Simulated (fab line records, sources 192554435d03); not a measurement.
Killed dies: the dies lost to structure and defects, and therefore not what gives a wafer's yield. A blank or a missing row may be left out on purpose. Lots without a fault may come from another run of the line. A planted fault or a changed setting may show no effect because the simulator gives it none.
What tool caused it? / flow n5Finfet / Sampling: 24 lots, 72 wafers, 2 of 1938 route steps

== WHAT THE GAUGES READ, wafer by wafer ==
N5_BEOL_M10_CD_MEAS_28: the cd target is 70 nm.
lot=L074; measured=day 10 12:19; on=cdSem-03; cdNm (nm)=69.6 68.8 68.5
lot=L076; measured=day 10 22:52; on=cdSem-01; cdNm (nm)=70.4 71.1 69.6
lot=L075; measured=day 11 05:55; on=cdSem-01; cdNm (nm)=72.8 71.2 70.8
lot=L078; measured=day 11 05:44; on=cdSem-02; cdNm (nm)=70.0 72.5 70.1
lot=L077; measured=day 11 15:28; on=cdSem-01; cdNm (nm)=70.2 71.3 70.2
lot=L081; measured=day 11 18:21; on=cdSem-01; cdNm (nm)=70.8 71.7 71.8
lot=L080; measured=day 12 02:59; on=cdSem-01; cdNm (nm)=68.8 70.1 70.7
lot=L079; measured=day 12 11:49; on=cdSem-02; cdNm (nm)=71.0 71.1 71.6
lot=L083; measured=day 13 05:49; on=cdSem-02; cdNm (nm)=71.2 69.8 69.2
lot=L084; measured=day 13 08:17; on=cdSem-03; cdNm (nm)=69.1 69.4 67.9
lot=L082; measured=day 13 10:51; on=cdSem-01; cdNm (nm)=70.9 68.2 70.5
lot=L086; measured=day 13 11:01; on=cdSem-01; cdNm (nm)=71.2 73.2 72.8
lot=L088; measured=day 13 11:11; on=cdSem-03; cdNm (nm)=70.9 69.4 69.9
lot=L085; measured=day 13 12:52; on=cdSem-03; cdNm (nm)=68.1 68.7 68.5
lot=L089; measured=day 13 19:38; on=cdSem-02; cdNm (nm)=69.1 71.5 69.0
lot=L087; measured=day 13 23:05; on=cdSem-03; cdNm (nm)=71.3 70.2 70.0
lot=L090; measured=day 14 07:56; on=cdSem-03; cdNm (nm)=71.3 68.9 69.2
lot=L091; measured=day 14 15:24; on=cdSem-02; cdNm (nm)=71.6 69.9 69.8
lot=L092; measured=day 15 07:23; on=cdSem-01; cdNm (nm)=68.3 67.2 68.9
lot=L093; measured=day 15 17:44; on=cdSem-02; cdNm (nm)=70.1 72.1 71.1
lot=L097; measured=day 16 04:21; on=cdSem-02; cdNm (nm)=69.6 69.4 69.2
lot=L096; measured=day 16 14:28; on=cdSem-02; cdNm (nm)=69.4 71.3 70.8
lot=L094; measured=day 16 14:49; on=cdSem-03; cdNm (nm)=72.0 70.8 69.7
lot=L095; measured=day 17 07:11; on=cdSem-02; cdNm (nm)=70.4 70.7 71.9

== EACH LOT AND THE TOOL THAT RAN IT (in order: tool; ch and the chambers of the sampled wafers; start) ==
lot=L074; N5_BEOL_M10_HM_OPEN_17=rieMetal-02 ch 0,1, day 10 10:33
lot=L076; N5_BEOL_M10_HM_OPEN_17=rieMetal-03 ch 0, day 10 22:06
lot=L075; N5_BEOL_M10_HM_OPEN_17=rieMetal-03 ch 0,1, day 11 03:33
lot=L078; N5_BEOL_M10_HM_OPEN_17=rieMetal-03 ch 0,1, day 11 03:41
lot=L077; N5_BEOL_M10_HM_OPEN_17=rieMetal-02 ch 0,1, day 11 11:36
lot=L081; N5_BEOL_M10_HM_OPEN_17=rieMetal-02 ch 0,1, day 11 16:54
lot=L080; N5_BEOL_M10_HM_OPEN_17=rieMetal-01 ch 0,1, day 12 02:16
lot=L079; N5_BEOL_M10_HM_OPEN_17=rieMetal-03 ch 1, day 12 10:59
lot=L083; N5_BEOL_M10_HM_OPEN_17=rieMetal-03 ch 0,1, day 13 05:11
lot=L084; N5_BEOL_M10_HM_OPEN_17=rieMetal-02 ch 1, day 13 07:40
lot=L082; N5_BEOL_M10_HM_OPEN_17=rieMetal-03 ch 0,1, day 13 09:09
lot=L086; N5_BEOL_M10_HM_OPEN_17=rieMetal-02 ch 0,1, day 13 09:38
lot=L088; N5_BEOL_M10_HM_OPEN_17=rieMetal-03 ch 0,1, day 13 09:54
lot=L085; N5_BEOL_M10_HM_OPEN_17=rieMetal-03 ch 0,1, day 13 12:11
lot=L089; N5_BEOL_M10_HM_OPEN_17=rieMetal-03 ch 0,1, day 13 18:20
lot=L087; N5_BEOL_M10_HM_OPEN_17=rieMetal-01 ch 0,1, day 13 21:51
lot=L090; N5_BEOL_M10_HM_OPEN_17=rieMetal-01 ch 1, day 14 05:00
lot=L091; N5_BEOL_M10_HM_OPEN_17=rieMetal-02 ch 0,1, day 14 13:34
lot=L092; N5_BEOL_M10_HM_OPEN_17=rieMetal-01 ch 0,1, day 15 05:23
lot=L093; N5_BEOL_M10_HM_OPEN_17=rieMetal-02 ch 0,1, day 15 15:35
lot=L097; N5_BEOL_M10_HM_OPEN_17=rieMetal-02 ch 0, day 15 23:41
lot=L096; N5_BEOL_M10_HM_OPEN_17=rieMetal-01 ch 0,1, day 16 14:00
lot=L094; N5_BEOL_M10_HM_OPEN_17=rieMetal-03 ch 0,1, day 16 14:14
lot=L095; N5_BEOL_M10_HM_OPEN_17=rieMetal-02 ch 0,1, day 17 04:59
- N5_BEOL_M10_HM_OPEN_17: chemistry Cl2/BCl3, target TiN, target depth 20 nm, overetch 6 nm.

== WHAT THE TOOLS THEMSELVES READ (means of the sampled wafers that have a number; where no wafer has one, the mark that the record gives instead) ==
N5_BEOL_M10_HM_OPEN_17.
lot=L074; tool=rieMetal-02; biasW (W)=125.6; drypumpMotorCurrentA (A)=5.2; oesProductAu (a.u.)=0.76; throttleValvePct (%)=21.75
lot=L076; tool=rieMetal-03; biasW (W)=125.6; drypumpMotorCurrentA (A)=6.3; oesProductAu (a.u.)=0.70; throttleValvePct (%)=21.85
lot=L075; tool=rieMetal-03; biasW (W)=126.1; drypumpMotorCurrentA (A)=6.0; oesProductAu (a.u.)=0.67; throttleValvePct (%)=22.11
lot=L078; tool=rieMetal-03; biasW (W)=126.3; drypumpMotorCurrentA (A)=6.0; oesProductAu (a.u.)=0.68; throttleValvePct (%)=22.09
lot=L077; tool=rieMetal-02; biasW (W)=126.0; drypumpMotorCurrentA (A)=5.2; oesProductAu (a.u.)=0.75; throttleValvePct (%)=21.76
lot=L081; tool=rieMetal-02; biasW (W)=126.2; drypumpMotorCurrentA (A)=5.3; oesProductAu (a.u.)=0.73; throttleValvePct (%)=21.96
lot=L080; tool=rieMetal-01; biasW (W)=126.3; drypumpMotorCurrentA (A)=6.0; oesProductAu (a.u.)=0.65; throttleValvePct (%)=21.97
lot=L079; tool=rieMetal-03; biasW (W)=125.9; drypumpMotorCurrentA (A)=5.8; oesProductAu (a.u.)=0.66; throttleValvePct (%)=22.23
lot=L083; tool=rieMetal-03; biasW (W)=125.8; drypumpMotorCurrentA (A)=6.0; oesProductAu (a.u.)=0.67; throttleValvePct (%)=22.10
lot=L084; tool=rieMetal-02; biasW (W)=125.9; drypumpMotorCurrentA (A)=5.3; oesProductAu (a.u.)=0.70; throttleValvePct (%)=22.16
lot=L082; tool=rieMetal-03; biasW (W)=126.1; drypumpMotorCurrentA (A)=6.0; oesProductAu (a.u.)=0.67; throttleValvePct (%)=22.11
lot=L086; tool=rieMetal-02; biasW (W)=126.2; drypumpMotorCurrentA (A)=5.2; oesProductAu (a.u.)=0.73; throttleValvePct (%)=21.77
lot=L088; tool=rieMetal-03; biasW (W)=125.6; drypumpMotorCurrentA (A)=6.2; oesProductAu (a.u.)=0.69; throttleValvePct (%)=21.96
lot=L085; tool=rieMetal-03; biasW (W)=125.7; drypumpMotorCurrentA (A)=6.1; oesProductAu (a.u.)=0.68; throttleValvePct (%)=21.97
lot=L089; tool=rieMetal-03; biasW (W)=126.3; drypumpMotorCurrentA (A)=6.2; oesProductAu (a.u.)=0.68; throttleValvePct (%)=21.99
lot=L087; tool=rieMetal-01; biasW (W)=126.3; drypumpMotorCurrentA (A)=5.8; oesProductAu (a.u.)=0.67; throttleValvePct (%)=22.06
lot=L090; tool=rieMetal-01; biasW (W)=126.0; drypumpMotorCurrentA (A)=5.6; oesProductAu (a.u.)=0.69; throttleValvePct (%)=22.14
lot=L091; tool=rieMetal-02; biasW (W)=126.1; drypumpMotorCurrentA (A)=5.2; oesProductAu (a.u.)=0.72; throttleValvePct (%)=21.78
lot=L092; tool=rieMetal-01; biasW (W)=126.0; drypumpMotorCurrentA (A)=6.0; oesProductAu (a.u.)=0.63; throttleValvePct (%)=21.99
lot=L093; tool=rieMetal-02; biasW (W)=125.9; drypumpMotorCurrentA (A)=5.3; oesProductAu (a.u.)=0.71; throttleValvePct (%)=21.98
lot=L097; tool=rieMetal-02; biasW (W)=126.2; drypumpMotorCurrentA (A)=5.2; oesProductAu (a.u.)=0.74; throttleValvePct (%)=21.58
lot=L096; tool=rieMetal-01; biasW (W)=125.8; drypumpMotorCurrentA (A)=5.9; oesProductAu (a.u.)=0.63; throttleValvePct (%)=22.01
lot=L094; tool=rieMetal-03; biasW (W)=125.9; drypumpMotorCurrentA (A)=6.1; oesProductAu (a.u.)=0.67; throttleValvePct (%)=22.01
lot=L095; tool=rieMetal-02; biasW (W)=126.0; drypumpMotorCurrentA (A)=5.2; oesProductAu (a.u.)=0.71; throttleValvePct (%)=21.79

== THE ANSWER, worked out from the rows above alone ==
Rule: what is usual is taken from the lots themselves. The widest of any qualifying gaps counts: lots, ordered by their means at a reading, are off when they make up no more than a third of the lots, leave a main group of 4 or more, and stand apart from it by 3 or more times the standard deviation of that group's means. Not used: any main group whose means are identical at the precision the tables above print for the reading. Also off: a lot with no number at a reading for which 4 or more lots have one. All remaining lots with rows at the step are treated as sound. Order of review: gauges by route order, followed by the tools' own readings, for which a lot's mean as printed above is used. The first step at which some lot is off is used, and at that step the reading that is off furthest; a lot without a number counts as furthest.
Across all readings shown, no lot is off: no conclusion can be drawn from this.

== WHAT THE SIMULATOR PUT IN ==
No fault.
